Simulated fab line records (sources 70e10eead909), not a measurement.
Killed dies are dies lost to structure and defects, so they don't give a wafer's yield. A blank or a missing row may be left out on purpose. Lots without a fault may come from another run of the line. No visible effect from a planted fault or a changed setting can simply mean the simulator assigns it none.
Which tool did it? | flow nand harc | 12 lots with 36 wafers sampled at 5 steps, on a route of 1302 steps

== WHAT EACH GAUGE READ, for each wafer ==
NHARC_THIN_TSV_THK_MEAS_02: measures by ir.
lot  | measured     | on            | thk nm (nm)
L275 | day 23 21:55 | film metro-02 | 3307 3246 3552
L277 | day 25 03:04 | film metro-02 | 2947 3300 2893
L279 | day 25 01:51 | film metro-01 | 3207 2815 3256
L282 | day 26 22:34 | film metro-02 | 2981 2957 2774
L285 | day 27 16:24 | film metro-01 | 3370 3167 3344
L291 | day 30 09:52 | film metro-02 | 2675 2903 2853
L292 | day 30 22:41 | film metro-01 | 3056 2848 3122
L293 | day 31 07:48 | film metro-01 | 2946 2672 3026
L295 | day 31 13:49 | film metro-01 | 3147 2860 2848
L297 | day 32 19:23 | film metro-01 | 2868 2842 2940
L296 | day 33 18:08 | film metro-02 | 2926 2965 2771
L298 | day 34 07:23 | film metro-02 | 2901 2804 2850

NHARC_END_SORT_01.
lot  | measured     | on        | defect limited yield (%) | killed at array | killed at other | killed at periphery | killed dies | killed open | killed short | sort_bin_2_pct (%) | sort_bin_3_pct (%) | sort_bin_4_pct (%) | sort n pass | sort rim yield pct (%) | sort yield pct (%)
L282 | day 27 15:32 | prober-01 | 92.9 60.0 95.4           | 44 267 29       | 0 2 0           | 4 2 2               | 48 271 31   | 0 2 1       | 2 1 2        | 2.2 13.3 1.6       | 1.0 2.5 0.4        | 3.8 24.2 2.5       | 629 406 646 | 86 61 88               | 92.9 60.0 95.4
L285 | day 28 08:25 | prober-01 | 92.0 62.9 61.3           | 48 247 255      | 1 0 0           | 5 4 7               | 54 251 262  | 4 2 5       | 7 8 1        | 3.4 14.5 12.1      | 0 1.9 2.1          | 4.6 20.7 24.5      | 623 426 415 | 82 62 59               | 92.0 62.9 61.3

== EACH LOT AND THE TOOL THAT RAN IT (in order: tool; ch and the chambers of the sampled wafers; start) ==
lot  | NHARC_A_BONDPAD_ETCH_34            | NHARC_A_BONDPAD_ECD_18         | NHARC_HYBRID_BOND_ACTIVATE_00
L275 | rie diel-03 ch 0,1,2, day 23 08:16 | ecd cu-01 ch 0,1, day 23 09:28 | rie diel-12 ch 0,1,2, day 23 10:50
L277 | rie diel-07 ch 0,1,3, day 24 09:47 | ecd cu-02 ch 0,1, day 24 11:04 | rie diel-12 ch 1,2,3, day 24 12:21
L279 | rie diel-03 ch 1,2, day 24 10:07   | ecd cu-01 ch 0,1, day 24 11:24 | rie diel-04 ch 0,1,3, day 24 12:41
L282 | rie diel-03 ch 0,1, day 26 06:20   | ecd cu-01 ch 0,1, day 26 07:32 | rie diel-04 ch 1,2, day 26 08:52
L285 | rie diel-01 ch 0,2, day 27 02:46   | ecd cu-01 ch 0,1, day 27 03:59 | rie diel-10 ch 0,2,3, day 27 05:20
L291 | rie diel-01 ch 1,2,3, day 29 19:39 | ecd cu-02 ch 0,1, day 29 21:27 | rie diel-12 ch 0,1,3, day 29 22:45
L292 | rie diel-03 ch 0,1,2, day 30 09:01 | ecd cu-01 ch 0,1, day 30 10:22 | rie diel-04 ch 1,2, day 30 11:35
L293 | rie diel-03 ch 0,3, day 30 18:10   | ecd cu-02 ch 0,1, day 30 19:24 | rie diel-12 ch 1,3, day 30 20:43
L295 | rie diel-01 ch 1,2, day 31 00:26   | ecd cu-01 ch 0,1, day 31 01:44 | rie diel-12 ch 2,3, day 31 02:56
L297 | rie diel-03 ch 0,1,2, day 32 01:21 | ecd cu-01 ch 0,1, day 32 02:34 | rie diel-12 ch 0,2,3, day 32 04:25
L296 | rie diel-01 ch 0,1,3, day 33 04:36 | ecd cu-01 ch 0,1, day 33 05:49 | rie diel-04 ch 1,3, day 33 07:11
L298 | rie diel-03 ch 0,2, day 33 17:43   | ecd cu-02 ch 0,1, day 33 18:58 | rie diel-12 ch 1,3, day 33 20:19
- NHARC_A_BONDPAD_ETCH_34: etches the open film in N2/H2, target depth 60 nm, overetch 18 nm, time 65.91 s.
- NHARC_A_BONDPAD_ECD_18: material Cu, target thk 400 nm.
- NHARC_HYBRID_BOND_ACTIVATE_00: chemistry N2, time 60 s.

== WHAT THE TOOLS THEMSELVES READ (means of the sampled wafers that have a number; where no wafer has one, the mark that the record gives instead) ==
NHARC_A_BONDPAD_ETCH_34.
lot  | tool        | drypump motor current A (A) | oes product au (a.u.) | rf vpp V (V) | showerhead plenum p Torr (Torr) | throttle valve pct (%)
L275 | rie diel-03 | 5.6                         | 0.998                 | 430.2        | 2.01                            | 14.164
L277 | rie diel-07 | 6.1                         | 1.018                 | 429.5        | 2.02                            | 14.177
L279 | rie diel-03 | 5.2                         | 0.995                 | 429.6        | 1.99                            | 14.163
L282 | rie diel-03 | 5.8                         | 0.993                 | 430.0        | 2.05                            | 14.164
L285 | rie diel-01 | 6.1                         | 1.012                 | 431.4        | 2.08                            | 14.167
L291 | rie diel-01 | 5.6                         | 1.006                 | 430.5        | 2.03                            | 14.182
L292 | rie diel-03 | 5.6                         | 0.999                 | 429.5        | 2.01                            | 14.167
L293 | rie diel-03 | 5.3                         | 0.998                 | 431.3        | 2.05                            | 14.167
L295 | rie diel-01 | 5.7                         | 1.005                 | 433.0        | 2.09                            | 14.176
L297 | rie diel-03 | 5.6                         | 0.997                 | 430.5        | 2.01                            | 14.171
L296 | rie diel-01 | 5.7                         | 1.000                 | 429.4        | 2.00                            | 14.175
L298 | rie diel-03 | 5.3                         | 0.998                 | 429.2        | 1.97                            | 14.167

NHARC_HYBRID_BOND_ACTIVATE_00.
lot  | tool        | drypump motor current A (A) | oes product au (a.u.) | rf vpp V (V) | showerhead plenum p Torr (Torr)
L275 | rie diel-12 | 5.9                         | 0.990                 | 63.5         | 1.72
L277 | rie diel-12 | 5.6                         | 0.997                 | 63.9         | 1.69
L279 | rie diel-04 | 5.2                         | 1.002                 | 63.6         | 1.77
L282 | rie diel-04 | 5.2                         | 1.013                 | 63.7         | 1.65
L285 | rie diel-10 | 6.0                         | 1.006                 | 63.4         | 1.69
L291 | rie diel-12 | 5.9                         | 1.000                 | 63.7         | 1.69
L292 | rie diel-04 | 5.5                         | 1.003                 | 64.2         | 1.67
L293 | rie diel-12 | 6.1                         | 0.992                 | 63.7         | 1.70
L295 | rie diel-12 | 5.1                         | 1.003                 | 64.7         | 1.67
L297 | rie diel-12 | 5.4                         | 1.003                 | 64.2         | 1.68
L296 | rie diel-04 | 5.8                         | 1.003                 | 64.0         | 1.82
L298 | rie diel-12 | 5.6                         | 0.994                 | 63.0         | 1.67

== THE ANSWER, worked out from the rows above alone ==
Rule: what is usual is taken from the lots themselves. The widest of any qualifying gaps counts: lots, ordered by their means at a reading, are off when they make up no more than a third of the lots, leave a main group of 4 or more, and stand apart from it by 3 or more times the standard deviation of that group's means. A main group whose means are all the same, to the digits that the tables above print for the reading, isn't used. Also off: a lot with no number at a reading for which 4 or more lots have one. The other lots that the step has rows for count as sound. First the gauges in route order, then the tools' own readings, where a lot's mean is used as printed above. At the first step where some lot is off, the reading lying furthest off is the one used; lots without a number count as furthest.
No lot is off at any reading shown: from this, nothing can be told.

== WHAT THE SIMULATOR HAD PUT IN ==
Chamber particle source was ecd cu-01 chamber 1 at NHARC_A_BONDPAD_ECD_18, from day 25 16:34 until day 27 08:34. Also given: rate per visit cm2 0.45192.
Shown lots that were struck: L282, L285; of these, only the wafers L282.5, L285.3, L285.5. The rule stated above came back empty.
